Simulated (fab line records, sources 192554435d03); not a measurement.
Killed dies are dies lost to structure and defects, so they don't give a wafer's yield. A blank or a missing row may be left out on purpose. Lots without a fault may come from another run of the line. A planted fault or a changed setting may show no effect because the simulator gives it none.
Chamber matching | flow n5_finfet | N5_BEOL_M5_ALD_86 on ald_metal-04: 4 sister chambers
The step deposits TaN, pulse time 2 s, purge time 3 s, co reactant purge time 2 s. 22 wafers are shown with their chamber, then 11 later ones without.

WAFERS WITH THEIR CHAMBER
wafer  | chamber | heater_power_w (W) | mfc_carrier_sccm (sccm)
L076.1 | 3       | 391                | 1506
L076.4 | 0       | 396                | 1496
L076.6 | 2       | 370                | 1504
L075.1 | 2       | 378                | 1503
L075.3 | 0       | 408                | 1499
L075.6 | 3       | 387                | 1501
L079.2 | 3       | 390                | 1501
L079.4 | 2       | 374                | 1498
L079.6 | 2       | 371                | 1498
L080.1 | 1       | 417                | 1503
L080.4 | 3       | 391                | 1501
L080.5 | 3       | 388                | 1501
L083.2 | 3       | 402                | 1501
L083.3 | 2       | 364                | 1500
L083.4 | 0       | 409                | 1498
L084.1 | 3       | 393                | 1497
L084.2 | 1       | 414                | 1502
L084.3 | 0       | 412                | 1499
L088.2 | 3       | 383                | 1502
L088.3 | 1       | 415                | 1509
L088.5 | 3       | 386                | 1493
L087.1 | 2       | 370                | 1499

SIGNATURES (means of the wafers above)
reading          | chamber 0 | chamber 1 | chamber 2 | chamber 3 | scatter within a chamber
heater_power_w   | 406.25    | 415.33    | 371.17    | 390.11    | 5.24
mfc_carrier_sccm | 1498.00   | 1504.67   | 1500.33   | 1500.33   | 3.07
Rule: a wafer's distance from a chamber is the root of the sum, over the readings, of the square of ((its reading less the chamber's mean) divided by the reading's scatter). The wafer belongs to the nearest chamber; if the next one is less than 2 further off, it can't be placed. The scatter: the root of (the sum of the squares of (reading less its chamber's mean) over the shown wafers, divided by (wafers less chambers)).

WAFERS WITHOUT THEIR CHAMBER
wafer  | heater_power_w (W) | mfc_carrier_sccm (sccm)
L087.5 | 396                | 1496
L087.6 | 401                | 1508
L092.1 | 395                | 1502
L092.2 | 398                | 1494
L092.4 | 357                | 1498
L096.1 | 384                | 1498
L096.2 | 411                | 1502
L096.5 | 369                | 1502
L097.1 | 410                | 1504
L097.2 | 379                | 1502
L097.5 | 402                | 1502

WHICH CHAMBER EACH WENT THROUGH
wafer  | from the rows above          | in truth
L087.5 | can't be placed: 3 or 0      | 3
L087.6 | can't be placed: 1 or 3 or 0 | 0
L092.1 | can't be placed: 3 or 0      | 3
L092.2 | can't be placed: 0 or 3      | 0
L092.4 | 2                            | 2
L096.1 | can't be placed: 3 or 2      | 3
L096.2 | can't be placed: 1 or 0      | 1
L096.5 | 2                            | 2
L097.1 | can't be placed: 1 or 0      | 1
L097.2 | can't be placed: 2 or 3      | 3
L097.5 | can't be placed: 0 or 3 or 1 | 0
Placed correctly: 2 of 11. Can't be placed from these rows: 9 (the true chamber is among the candidates in 9). Placed wrongly: 0.
